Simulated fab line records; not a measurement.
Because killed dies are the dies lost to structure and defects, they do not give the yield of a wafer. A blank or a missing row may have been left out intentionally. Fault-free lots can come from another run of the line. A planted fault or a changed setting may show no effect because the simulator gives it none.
Split-lot trial + flow n5-finfet + 21 wafers read across 7 lots, on a route 1938 steps long

THE SPLIT
At N5_BEOL_M0_SAQP_SPACER1_ALD_98 (deposits SiO2, target thk 12.8 nm, pulse time 1 s, purge time 2 s), the setting ald-cycles was moved away from the recipe's 138 on 6 of the 21 wafers read, by -15.2% to +15.9%. This setting was run at the recipe's value on the other wafers.

FROM THE SPLIT TO THE READING: what the file shows between them, 2 steps
- N5_BEOL_M0_SAQP_SPACER1_ETCHBACK_99: etches SiO2 in CHF3/O2, target depth 15.4 nm, time 7.7 s
- N5_BEOL_M0_SAQP_MANDREL1_REMOVE_100: chemistry HBr/Cl2/O2, target a-Si, stops on SiNx, bt time 10 s

THE READING
At N5_BEOL_M0_SAQP_CD_MEAS_25: cd-nm in nanometres, against a target cd of 13.1 nm. A value of 12.82 nm with a standard deviation of 0.22 nm is what fault-free wafers of this fab line usually give.

| wafer  | tool, chamber at the split | ald-cycles as run | against the recipe | cd-nm, nm | against lot-mates on the recipe |
|--------|----------------------------|-------------------|--------------------|-----------|---------------------------------|
| L077.2 | ald-sin-01, 2              | 117               | -15.2%             | 10.74     | -2.13                           |
| L077.4 | ald-sin-01, 1,3            | 138               | recipe             | 12.94     | -                               |
| L077.6 | ald-sin-01, 1,3            | 138               | recipe             | 12.80     | -                               |
| L084.2 | ald-sin-04, 1,3            | 152               | +10.1%             | 14.20     | +1.24                           |
| L084.3 | ald-sin-04, 1,3            | 152               | +10.1%             | 14.34     | +1.38                           |
| L084.5 | ald-sin-04, 0              | 138               | recipe             | 12.96     | -                               |
| L089.1 | ald-sin-03, 0,2,2          | 138               | recipe             | 12.79     | -                               |
| L089.4 | ald-sin-03, 0,2,2          | 138               | recipe             | 12.64     | -                               |
| L089.6 | ald-sin-03, 0,2,2          | 138               | recipe             | 12.83     | -                               |
| L090.4 | ald-sin-01, 2              | 138               | recipe             | 13.23     | -                               |
| L090.5 | ald-sin-01, 3,2            | 160               | +15.9%             | 14.80     | +1.57                           |
| L090.6 | ald-sin-01, 3,2            | 160               | +15.9%             | 15.24     | +2.01                           |
| L093.1 | ald-sin-04, 3,1            | 138               | recipe             | 13.07     | -                               |
| L093.3 | ald-sin-04, 3,1            | 138               | recipe             | 13.13     | -                               |
| L093.6 | ald-sin-04, 3              | 129               | -6.5%              | 12.24     | -0.86                           |
| L092.1 | ald-sin-04, 0,3,2          | 138               | recipe             | 13.01     | -                               |
| L092.3 | ald-sin-04, 0,3,2          | 138               | recipe             | 12.82     | -                               |
| L092.4 | ald-sin-04, 0,3,2          | 138               | recipe             | 12.81     | -                               |
| L096.2 | ald-sin-03, 1,0,2          | 138               | recipe             | 13.37     | -                               |
| L096.3 | ald-sin-03, 1,0,2          | 138               | recipe             | 12.99     | -                               |
| L096.6 | ald-sin-03, 1,0,2          | 138               | recipe             | 12.72     | -                               |
If several chambers appear in one row, that row covers several wafers at once and the file leaves open which wafer was in which chamber.

FIT RESULTS
A straight line over all 21 wafers: cd-nm changes by +0.133 nm for each +1% of ald-cycles; r = +0.98; the points scatter about the line by 0.2 nm.
The same after taking each lot's own level away (the mean of its wafers on the recipe; 21 wafers): +0.124 nm for each +1%; r = +0.98; scatter 0.16 nm.
According to that fit, moving ald-cycles by its largest amount changes the reading by 2 nm.
The lots' own levels span 12.753 to 13.230 nm, that is 2.2 times the standard deviation above.
Hence the lot-to-lot level has little effect on the slope; both slopes agree.
Check: with one of the wafers moved furthest among these (+15.9%) left out of the fit, the line predicts +2.09 nm for it against its lot-mates. It came out at +1.57 nm against them.

OTHER SPLITS ON THESE WAFERS
Note: prior to the reading, these wafers also went through further splits. Each is held against what the fit with the lots' levels taken away leaves over:
| other split on the same wafers           | wafers away from the commonest value | r with cd-nm (lot level and that fit taken away) |
|------------------------------------------|--------------------------------------|--------------------------------------------------|
| N5_SDB_COAT_05 spin-rpm                  | 5                                    | -0.04                                            |
| N5_HKMG_FIN_COAT_66 spin-rpm             | 8                                    | -0.23                                            |
| N5_MOL_CONTACT_COAG_CVD_140 target-thk-a | 9                                    | -0.35                                            |

THE WHOLE CHAIN: every reading that the file lists as answering this split, in the file's order
| step                                | what it does                                                      | reading                                                                                     | change (the file's fit)               | r (the file's) |
|-------------------------------------|-------------------------------------------------------------------|---------------------------------------------------------------------------------------------|---------------------------------------|----------------|
| N5_BEOL_M0_SAQP_SPACER1_ALD_98      | deposits SiO2, target thk 12.8 nm, pulse time 1 s, purge time 2 s | SiO2_of_BEOL_M0_SAQP_SPACER1_ALD_98.thk-nm (the simulator's own value, which no gauge read) | +0.126 nm for each +1% of the setting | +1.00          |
| N5_BEOL_M0_SAQP_MANDREL1_REMOVE_100 | chemistry HBr/Cl2/O2, target a-Si, stops on SiNx, bt time 10 s    | SiO2_of_BEOL_M0_SAQP_SPACER1_ALD_98.thk-nm (the simulator's own value, which no gauge read) | +0.123 nm for each +1% of the setting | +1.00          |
| N5_BEOL_M0_SAQP_MANDREL1_REMOVE_100 | chemistry HBr/Cl2/O2, target a-Si, stops on SiNx, bt time 10 s    | BEOL_M0_SAQP.cd-nm (the simulator's own value, which no gauge read)                         | +0.124 nm for each +1% of the setting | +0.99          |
| N5_BEOL_M0_SAQP_CD_MEAS_25          | target cd 13.1 nm                                                 | cd-nm                                                                                       | +0.126 nm for each +1% of the setting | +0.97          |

FILE'S OWN FIT
cd-nm changes by +0.126 nm for each +1% of ald-cycles, r = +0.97.
